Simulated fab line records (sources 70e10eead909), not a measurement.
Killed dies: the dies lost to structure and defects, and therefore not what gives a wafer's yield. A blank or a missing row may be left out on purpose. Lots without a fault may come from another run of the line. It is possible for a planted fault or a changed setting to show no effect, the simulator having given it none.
Matching of chambers    flow nand_harc    NHARC_A_WL_FILL_ALD_10 on ald_hk-03: 4 sister chambers
The step deposits SiO2, target thk 50 nm, pulse time 10 s, ald cycles 500. 16 wafers are shown with their chamber, then 8 later ones without.

== WAFERS PAIRED WITH THEIR CHAMBERS ==
wafer   chamber  heater_power_w (W)  precursor_pulse_height_rel
L077.2  1        414                 1.007
L077.5  2        495                 0.975
L077.6  1        424                 0.980
L078.1  2        477                 0.995
L078.3  3        494                 1.000
L078.5  2        485                 0.987
L079.2  1        427                 0.995
L079.4  0        496                 1.003
L079.5  2        487                 0.999
L086.1  2        475                 0.997
L086.4  3        463                 0.971
L086.5  1        404                 1.004
L089.4  2        473                 1.007
L089.1  0        530                 0.954
L089.6  2        493                 0.995
L092.4  0        525                 0.981

SIGNATURES (averages over the wafers above)
reading                     chamber 0  chamber 1  chamber 2  chamber 3  scatter within a chamber
heater_power_w              517.00     417.25     483.57     478.50     12.7
precursor_pulse_height_rel  0.97933    0.99650    0.99357    0.98550    0.0149
Rule: distance of a wafer from a chamber = root of the sum over the readings of ((wafer's reading minus chamber's mean) / reading's scatter) squared. The wafer belongs to the nearest chamber; if the next one is less than 2 further off, it can't be placed. The scatter: the root of (the sum of the squares of (reading less its chamber's mean) over the shown wafers, divided by (wafers less chambers)).

== WAFERS WITHOUT THEIR CHAMBER ==
wafer   heater_power_w (W)  precursor_pulse_height_rel
L092.5  467                 1.016
L092.6  459                 0.979
L095.1  464                 1.018
L095.2  400                 0.971
L095.4  468                 1.012
L096.2  459                 0.985
L096.4  417                 0.976
L096.6  507                 1.006

== WHICH CHAMBER EACH ONE RAN IN ==
wafer   from the rows above           in truth
L092.5  can't be placed: 2 or 3       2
L092.6  can't be placed: 3 or 2 or 1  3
L095.1  can't be placed: 2 or 3 or 1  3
L095.2  1                             1
L095.4  can't be placed: 2 or 3       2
L096.2  can't be placed: 3 or 2 or 1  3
L096.4  1                             1
L096.6  can't be placed: 0 or 2 or 3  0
Correct placement for 2 of the 8. Cannot be placed on the basis of these rows: 6; the candidates contain the true chamber in 6. Number placed wrongly: 0.
